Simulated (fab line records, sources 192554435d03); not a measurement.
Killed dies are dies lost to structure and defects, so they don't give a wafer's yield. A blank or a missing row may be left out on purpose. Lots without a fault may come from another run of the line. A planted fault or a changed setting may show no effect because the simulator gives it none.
A struck lot beside a sound one | flow n5_finfet | 16 steps out of a route of 1938
Sound: wafers L737.2, L737.3, L737.5. Struck: wafer L731.5. (L731.4 of the same lot was not struck and is left out.) The cause comes at the end.
At each step with rows: each side's tool, then ch and its chambers, then its first start. Under that, the readings that differ: sound wafers | struck wafers | difference of the means | sigmas: that difference in standard deviations of wafers without a fault.
alike: readings whose means differ by less than 2 such deviations, and words and numbers that are the same on both sides. not compared: withheld readings, readings that some wafer has no value for, bounds like >300 that may hide the same value, and numbers for which the record gives no deviation and whose values overlap.
The two part at a step that has a row with sigmas, a row that says differs or no value, or rows on one side only. Numbers that don't overlap but have no deviation are shown without sigmas and don't part them. A reading that every wafer of one side lacks parts them only if that side has two wafers or more.

N5_SDB_CD_MEAS_11: target cd 50 nm.
  sound on cd_sem-01 ch 0, day 8 01:43; struck on cd_sem-01 ch 0, day 6 13:11
  alike: cd_nm
N5_SDB_OVL_MEAS_12:
  sound on overlay-02 ch 0, day 8 01:44; struck on overlay-02 ch 0, day 6 13:13
  alike: SDB_OVL
N5_SDB_INSPECT_13: inspects for defects (brightfield).
  sound on defect_inspect-01, day 8 01:46; struck on defect_inspect-01, day 6 13:14
  alike: raw_defect_count
N5_SDB_DESCUM_16: chemistry O2, time 7.9 s.
  sound on rie_diel-05 ch 0,2,3, day 8 02:04; struck on rie_diel-02 ch 0, day 6 13:22
  reading                        | sound                | struck | difference | sigmas
  chamber_pressure_mTorr (mTorr) | 19.994 20.003 20.004 | 20.040 | +0.040     | +2
  alike: drypump_motor_current_A, o2_flow_sccm, oes_product_au, rf_vpp_V, showerhead_plenum_p_Torr, throttle_valve_pct
  not compared: rf_hours_counter_h
then, 1 step without rows for these wafers: N5_SDB_ETCH_17 (etches SiARC in CF4, target depth 23.4 nm, time 39 s).
N5_SDB_ETCH_18: etches SOC in N2/H2, target depth 100 nm, overetch 20 nm, time 150 s.
  sound on rie_diel-05 ch 0,2,3, day 8 02:08; struck on rie_diel-02 ch 0, day 6 13:26
  alike: chamber_pressure_mTorr, drypump_motor_current_A, oes_product_au, rf_vpp_V, showerhead_plenum_p_Torr, throttle_valve_pct
  not compared: rf_hours_counter_h
then, 1 step without rows for these wafers: N5_SDB_STRIP_19 (strips in N2/H2).
N5_SDB_STRIP_21: strips in CF4.
  sound on rie_diel-05 ch 0,2,3, day 8 02:16; struck on rie_diel-02 ch 0, day 6 13:35
  alike: chamber_pressure_mTorr, drypump_motor_current_A, oes_product_au, power_w, rf_vpp_V, showerhead_plenum_p_Torr, throttle_valve_pct
  not compared: rf_hours_counter_h
N5_SDB_HM_OPEN_20: chemistry CH3F/O2, target SiNx, stops on poly-Si, target depth 24 nm.
  sound on rie_diel-05 ch 0,2,3, day 8 02:17; struck on rie_diel-02 ch 0, day 6 13:36
  alike: chamber_pressure_mTorr, drypump_motor_current_A, mfc_ar_sccm, oes_product_au, rf_vpp_V, showerhead_plenum_p_Torr, throttle_valve_pct
  not compared: rf_hours_counter_h
N5_SDB_STRIP_22: strips in N2/H2.
  sound on plasma_asher-01 ch 1, day 8 02:22; struck on plasma_asher-02 ch 0, day 6 13:43
  reading                      | sound          | struck | difference | sigmas
  strip_time_to_endpoint_s (s) | 96.5 96.7 96.4 | 95.8   | -0.7       | -2
  alike: drypump_motor_current_A, heater_power_w, oes_product_au
  not compared: rf_hours_counter_h
then, 2 steps without rows for these wafers: N5_SDB_PRECLEAN_23 (cleans in dHF, time 30 s); N5_SDB_DUMMY_REMOVE_24 (chemistry TMAH, target poly-Si, stops on SiO2, target depth 142 nm, time 57 s, rinse time 30 s).
N5_SDB_ETCH_25: etches SiO2 in C4F6/O2, target depth 10 nm, time 3.3 s.
  sound on rie_diel-02 ch 1,2, day 8 02:35; struck on rie_diel-01 ch 3, day 6 13:56
  reading                     | sound             | struck | difference | sigmas
  drypump_motor_current_A (A) | 6.1 6.0 6.0       | 4.7    | -1.3       | -3
  model.etch.depth_nm (nm)    | 9.985 9.726 9.674 | 7.959  | -1.836     |
  alike: chamber_pressure_mTorr, mfc_ar_sccm, oes_product_au, rf_vpp_V, showerhead_plenum_p_Torr, throttle_valve_pct
  not compared: rf_hours_counter_h
then, 1 step without rows for these wafers: N5_SDB_CUT_ETCH_26 (etches Si in HBr/Cl2/O2, target depth 129.6 nm, bt time 20 s, time 51.8 s).
-- the record jumps here: 4 days lie between the struck wafers' starts before and after (it left off in module SDB and takes up again in module BEOL_M4, whose first step shown is number 1111 of the route) --
N5_BEOL_M4_RC_MEAS_101:
  sound on prober-02 ch 0, day 12 08:04; struck on prober-02 ch 0, day 10 16:26
  alike: DIBL_N, DIBL_P, IOFF_N, IOFF_P, ION_N, ION_P, SS_N, SS_P, VT_N, VT_P
then, 1 step without rows for these wafers: N5_PASSIVATION_PROBE_49.

WHERE THEY PART
First at N5_SDB_DESCUM_16; last, within this record, at N5_SDB_ETCH_25. Later steps at which nothing parts them and some readings are alike: N5_BEOL_M4_RC_MEAS_101.

WHY: what the simulator had put in
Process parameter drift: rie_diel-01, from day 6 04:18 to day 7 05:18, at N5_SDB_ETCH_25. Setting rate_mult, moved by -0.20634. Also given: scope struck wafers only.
